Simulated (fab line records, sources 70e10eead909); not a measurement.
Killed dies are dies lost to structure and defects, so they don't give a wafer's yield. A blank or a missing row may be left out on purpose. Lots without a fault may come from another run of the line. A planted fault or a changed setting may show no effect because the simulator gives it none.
fab line records | flow nand_harc
record lots=14 wafers=42 last_day=33
route steps=1302 shown A_STAIRCASE@715 THIN_TSV@1245 END@1302
lots that met no fault: from a run of the same line without faults
start_h: hours from the record's first day to the start of the lot's first wafer shown | wait_h: hours since the lot's step before | " the same as in the row above | L1.1+2: a row that stands for several wafers | - no value, or no start given | * or withheld: withheld | < > ~ a bound
route shown NAME@n: a module of which the file shows steps, and the number in the route of the first | usual: mean/standard deviation of fault-free wafers | same: alike in all rows | chamber/n: place in a boat | sites: the reading at each site | _std_site: their standard deviation | _edge_site: outer sites' mean less inner sites' | radius_mm: how far each site lies from the wafer's centre | mask NAME#n: copy n | behind: the tool/chamber that last shaped the wafer | hold: why the lot was held/for how many hours/how that ended | device: the transistor (n, p or np) that didn't switch | end of line: the same wafers' tests at the end of the route | a step without rows: its recipe alone | killed: dies lost to structure and defects at the first sort, not the wafer's yield | map: a wafer's dies, x killed, . not, _ none there
set.NAME: the setting as run; set.NAME@STEP: as run at that earlier step | model.NAME: the simulator's own value behind a step, which no gauge read
steps of the route over a sample of lots; a table a step, a row a wafer
services: from which hour (start_h, from the record's first day; less than 0 if before it) a tool's chamber was out of use, for how many hours, and why
## steps
# step NHARC_A_STAIRCASE_ETCH_201
# recipe target_depth_a=1000 time_s=40.5 ion_energy_ev=400 c4f8_flow_sccm=20 o2_flow_sccm=10 ar_flow_sccm=withheld rf_w=600 bias_w=1000 chemistry=C4F8/O2
# usual oes_product_au=0.945/0.014 rf_vpp_V=895/4.7
# columns lot.wafer tool chamber start_h wait_h oes_product_au rf_hours_counter_h rf_vpp_V
L834.4 rie_diel-10 0 379.30 - 0.934 36 897
L834.1 " 1 " " 0.937 42 894
L834.5 " 0 " " 0.939 - 898
L832.4 rie_diel-13 2 379.91 - 0.955 11 889
L832.3 " 0 " " 0.948 10 891
L832.5 " 2 " " 0.960 - 889
L831.4 rie_diel-10 1 380.18 - 0.944 43 895
L831.5 " 3 " " 0.943 - 893
L831.6 " 0 " " 0.928 - 895
L833.3 rie_diel-04 0 387.28 - 0.939 11 902
L833.4 " 2 " " 0.959 - 903
L833.5 " 1 " " 0.938 - 896
L836.1 rie_diel-04 3 404.02 - 0.932 14 894
L836.4 " 3 " " 0.947 - 893
L836.5 " 0 " " 0.935 - 902
L835.2 rie_diel-13 2 406.46 - 0.959 20 888
L835.4 " 3 " " 0.935 19 895
L835.3 " 1 " " 0.947 20 894
L837.1 rie_diel-04 3 424.29 - 0.941 20 894
L837.3 " 1 " " 0.950 26 895
L837.6 " 3 " " 0.947 - 895
L838.3 rie_diel-13 0 424.58 - 0.951 23 891
L838.2 " 1 " " 0.951 25 895
L838.6 " 0 " " 0.954 - 889
L840.1 rie_diel-04 0 438.46 - 0.937 29 901
L840.2 " 2 " " 0.953 21 903
L840.6 " 0 " " 0.941 - 902
L839.1 rie_diel-13 0 438.87 - 0.958 28 891
L839.2 " 1 " " 0.964 28 894
L839.5 " 0 " " 0.954 - 889
L849.4 rie_diel-10 1 528.81 - 0.946 27 894
L849.1 " 2 " " 0.937 28 905
L849.6 " 0 " " 0.929 - 895
L850.4 rie_diel-10 0 546.71 - 0.945 40 897
L850.1 " 1 " " 0.955 35 893
L850.2 " 3 " " 0.936 43 890
L851.2 rie_diel-13 2 557.05 - 0.964 8 889
L851.1 " 3 " " 0.928 8 895
L851.5 " 2 " " 0.964 - 887
L853.2 rie_diel-13 2 577.80 - 0.958 16 887
L853.3 " 3 " " 0.938 15 895
L853.5 " 0 " " 0.957 - 890
# step NHARC_THIN_TSV_CMP_01
# recipe target_thk_um=3
# usual motor_current_A=12.6/1.1
# columns lot.wafer tool chamber start_h wait_h motor_current_A
L832.3 cmp-03 2 563.49 0.6 13.2
L832.4 " 3 " " 10.8
L832.5 " 1 " " 15.1
L831.4 cmp-04 1 564.69 0.5 13.2
L831.5 " 0 " " 10.8
L831.6 " 1 " " 13.4
L834.4 cmp-03 0 570.27 0.4 12.5
L834.1 " 1 " " 13.9
L834.5 " 0 " " 12.8
L835.3 cmp-03 2 578.49 0.6 13.4
L835.2 " 3 " " 11.2
L835.4 " 1 " " 14.7
L833.4 cmp-04 3 579.72 0.5 12.2
L833.3 " 0 " " 11.1
L833.5 " 2 " " 12.9
L836.1 cmp-03 0 580.94 1.1 12.7
L836.4 " 1 " " 14.2
L836.5 " 3 " " 11.8
L838.3 cmp-03 0 608.52 0.6 12.2
L838.2 " 1 " " 14.4
L838.6 " 1 " " 14.0
L837.1 cmp-03 2 609.76 1.1 12.0
L837.3 " 3 " " 11.9
L837.6 " 0 " " 12.8
L840.1 cmp-04 2 621.37 1.0 12.6
L840.2 " 1 " " 12.7
L840.6 " 2 " " 12.1
L839.1 cmp-01 1 622.60 1.1 14.0
L839.2 " 3 " " 12.2
L839.5 " 1 " " 14.1
L849.4 cmp-03 3 711.24 0.4 12.1
L849.1 " 2 " " 13.3
L849.6 " 0 " " 13.4
L850.1 cmp-01 1 735.20 1.0 14.4
L850.2 " 2 " " 11.2
L850.4 " 0 " " 12.0
L851.2 cmp-03 0 745.25 0.8 13.1
L851.1 " 2 " " 12.9
L851.5 " 3 " " 11.6
L853.2 cmp-04 3 763.69 0.9 12.9
L853.3 " 0 " " 11.0
L853.5 " 2 " " 13.2
# step NHARC_THIN_TSV_STRIP_62
# recipe power_w=1500 temp_c=250 time_s=20 chemistry=N2/H2
# usual drypump_motor_current_A=5.7/0.65 heater_power_w=338/19
# columns lot.wafer tool chamber start_h wait_h drypump_motor_current_A heater_power_w rf_hours_counter_h
L832.3 plasma_asher-01 1 567.67 - 5.1 315 -
L832.4 " 0 " " 6.6 365 -
L832.5 " 0 " " 6.6 369 -
L831.4 plasma_asher-02 1 568.52 - 5.0 329 -
L831.5 " 0 " " 5.9 339 -
L831.6 " 1 " " 5.0 324 -
L834.1 plasma_asher-01 0 574.19 - 6.6 372 7
L834.4 " 0 " " 6.5 368 -
L834.5 " 0 " " 6.6 373 -
L835.2 plasma_asher-01 1 582.42 - 5.1 313 10
L835.3 " 0 " " 6.6 374 -
L835.4 " 1 " " 5.1 311 -
L833.3 plasma_asher-02 1 583.64 - 5.0 330 -
L833.4 " 0 " " 5.9 329 -
L833.5 " 0 " " 5.9 334 -
L836.1 plasma_asher-01 0 584.80 - 6.6 365 11
L836.4 " 0 " " 6.6 362 -
L836.5 " 0 " " 6.6 372 -
L838.2 plasma_asher-02 0 612.57 - 5.9 333 0
L838.3 " 1 " " 5.0 351 -
L838.6 " 1 " " 5.0 346 -
L837.1 plasma_asher-01 1 613.51 - 5.0 322 16
L837.3 " 1 " " 5.0 319 -
L837.6 " 0 " " 6.6 362 -
L840.1 plasma_asher-02 1 625.20 - 5.0 343 3
L840.2 " 0 " " 5.9 326 3
L840.6 " 0 " " 5.9 332 -
L839.2 plasma_asher-02 1 626.36 - 5.0 336 3
L839.1 " 0 " " 5.9 327 3
L839.5 " 1 " " 5.0 342 -
L849.1 plasma_asher-02 1 715.15 - 5.0 345 23
L849.4 " 0 " " 5.9 328 -
L849.6 " 1 " " 5.0 350 -
L850.2 plasma_asher-02 1 739.08 - 5.1 336 26
L850.1 " 0 " " 5.9 333 26
L850.4 " 0 " " 5.9 335 -
L851.2 plasma_asher-01 1 749.12 - 5.0 310 10
L851.1 " 0 " " 6.6 353 10
L851.5 " 0 " " 6.6 367 -
L853.2 plasma_asher-01 1 767.74 - 5.0 315 14
L853.3 " 0 " " 6.6 354 -
L853.5 " 0 " " 6.6 363 -
# step NHARC_THIN_TSV_PVD_19
# recipe target_thk_a=200 chamber_pressure_pa=5 material=TaN
# usual throttle_valve_pct=29.9/1
# columns lot.wafer tool chamber start_h wait_h throttle_valve_pct
L832.3 pvd_sputter-02 - - - 30.0
L832.4 " - " " 29.9
L832.5 " - " " 29.6
L831.4 pvd_sputter-01 - - - 31.5
L831.6 " - " " 31.4
L831.5 " - " " 28.8
L834.1 pvd_sputter-01 - - - 27.9
L834.4 " - " " 31.0
L834.5 " - " " 28.0
L835.4 pvd_sputter-02 - - - 30.2
L835.3 " - " " 30.1
L835.2 " - " " 29.4
L833.3 pvd_sputter-02 - - - 30.1
L833.4 " - " " 29.4
L833.5 " - " " 29.9
L836.4 pvd_sputter-02 - - - 30.0
L836.1 " - " " 29.5
L836.5 " - " " 29.9
L838.2 pvd_sputter-02 - - - 29.7
L838.3 " - " " 29.7
L838.6 " - " " 29.7
L837.1 pvd_sputter-01 - - - 28.2
L837.3 " - " " 31.3
L837.6 " - " " 28.2
L840.2 pvd_sputter-03 - - - 29.1
L840.1 " - " " 31.0
L840.6 " - " " 29.0
L839.1 pvd_sputter-03 - - - 29.8
L839.2 " - " " 29.0
L839.5 " - " " 29.7
L849.1 pvd_sputter-01 - - - 31.4
L849.4 " - " " 28.8
L849.6 " - " " 31.2
L850.4 pvd_sputter-02 - - - 29.8
L850.1 " - " " 29.8
L850.2 " - " " 30.7
L851.1 pvd_sputter-01 - - - 31.6
L851.2 " - " " 28.2
L851.5 " - " " 29.2
L853.3 pvd_sputter-02 - - - 30.5
L853.2 " - " " 29.6
L853.5 " - " " 30.6
# step NHARC_END_SORT_01
# recipe temp_c=25
# usual killed_at_array=52/16 killed_at_other=0.8/0.98 killed_at_periphery=4.2/2.9 killed_dies=57/16 killed_open=3.3/1.9 killed_short=2.5/1.5
# same gross_dies=677
# columns lot.wafer tool chamber start_h wait_h killed_at_array killed_at_other killed_at_periphery killed_dies killed_open killed_short
L849.1 prober-01 0 726.39 2.5 105 1 4 110 5 2
L849.4 prober-01 0 728.81 3.4 120 3 8 131 6 6
L849.6 prober-01 0 730.43 4.0 98 0 9 107 2 2
L850.1 prober-01 0 751.44 2.5 109 1 7 117 1 4
L850.2 prober-01 0 752.25 2.8 115 1 6 122 2 2
L850.4 prober-01 0 753.87 3.4 119 0 4 123 2 0
# killed by level:class
L849.1 A_STAIRCASE:unspecified=54 A_CHANNEL_HOLE_D1:chamber_film_flake=21 A_CONTACT:chamber_film_flake=10 A_BLC:chamber_film_flake=7 A_STAIRCASE:chamber_film_flake=5 A_CHANNEL_FILL_D2:geometric_particle:open=2 P_ZERO_WELL:chamber_film_flake=2 A_SLIT:chamber_film_flake=2
L849.4 A_STAIRCASE:unspecified=77 A_CHANNEL_HOLE_D1:chamber_film_flake=16 A_CONTACT:chamber_film_flake=5 A_BLC:chamber_film_flake=5 A_STAIRCASE:chamber_film_flake=3 P_GATE:geometric_particle:open=2 A_M0:geometric_particle:short=2 P_M0:chamber_film_flake=2
L849.6 A_STAIRCASE:unspecified=67 A_CHANNEL_HOLE_D1:chamber_film_flake=14 A_STAIRCASE:chamber_film_flake=6 P_GATE:chamber_film_flake=4 A_BLC:chamber_film_flake=4 A_SLIT:chamber_film_flake=3 A_CONTACT:chamber_film_flake=3 P_CONTACT:geometric_particle:open=2
L850.1 A_STAIRCASE:unspecified=74 A_CHANNEL_HOLE_D2:chamber_film_flake=17 A_CHANNEL_HOLE_D1:chamber_film_flake=5 P_GATE:chamber_film_flake=4 A_SLIT:chamber_film_flake=4 A_WL_FILL:chamber_film_flake=3 P_STI:chamber_film_flake=2 P_M1:geometric_particle:short=1
L850.2 A_STAIRCASE:unspecified=70 A_CHANNEL_HOLE_D2:chamber_film_flake=29 A_CHANNEL_HOLE_D1:chamber_film_flake=6 A_SLIT:chamber_film_flake=5 P_STI:chamber_film_flake=2 P_GATE:chamber_film_flake=2 A_WL_FILL:chamber_film_flake=2 P_M0:geometric_particle:open=1
L850.4 A_STAIRCASE:unspecified=63 A_CHANNEL_HOLE_D2:chamber_film_flake=30 A_CHANNEL_HOLE_D1:chamber_film_flake=11 P_GATE:chamber_film_flake=4 A_SLIT:chamber_film_flake=4 A_CONTACT:chamber_film_flake=4 A_WL_FILL:chamber_film_flake=3 A_ONON_D1:geometric_particle:open=1
## services
# columns tool chamber start_h hours kind
cmp-03 - 358.00 4.0 pm
cmp-03 - 368.16 0.9 repair
pvd_sputter-02 - 372.09 16.0 repair
cmp-03 - 415.38 0.5 repair
pvd_sputter-02 - 418.31 4.8 repair
plasma_asher-02 - 426.36 9.0 pm
cmp-03 - 455.51 1.2 repair
cmp-03 - 456.71 4.0 pm
pvd_sputter-02 - 460.10 10.0 pm
cmp-03 - 502.87 0.4 repair
plasma_asher-01 - 516.78 0.7 repair
plasma_asher-01 - 519.14 9.0 pm
pvd_sputter-02 - 523.57 3.9 repair
cmp-03 - 548.08 1.1 repair
cmp-03 - 554.71 4.0 pm
pvd_sputter-02 - 564.17 1.7 repair
plasma_asher-02 - 603.36 9.0 pm
pvd_sputter-02 - 638.10 10.0 pm
pvd_sputter-02 - 648.14 2.0 repair
cmp-03 - 652.71 4.0 pm
cmp-03 - 683.19 2.6 repair
cmp-03 - 709.32 1.8 repair
cmp-03 - 726.41 2.6 repair
cmp-03 - 750.71 4.0 pm
## key
first_sign step=NHARC_END_SORT_01 reading=killed_dies direction=up sigmas=3.7 usual=57 struck=118
effect step=NHARC_END_SORT_01 reading=killed_at_array direction=up sigmas=3.7 usual=52 struck=111
more_kills_born_at NHARC_A_STAIRCASE_ETCH_201@rie_diel-10=404
met_at NHARC_A_STAIRCASE_ETCH_201
struck_lots L849,L850
tester_left_out L849,L850
not_acting_at NHARC_THIN_TSV_CMP_01,NHARC_THIN_TSV_STRIP_62,NHARC_THIN_TSV_PVD_19
onset_between 380.18 528.81
fault kind=chamber_particle_source tool=rie_diel-10 chamber=- onset_h=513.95 steps=NHARC_A_STAIRCASE_ETCH_201 rate_per_visit_cm2=0.4924 end_h=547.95
# tester_left_out: of these lots the tester's yield and bins aren't shown, on N5 and GAA mostly nor the transistor test; their killed dies are dies lost to structure and defects alone, not to doping, threshold or leakage, so they don't give the yield
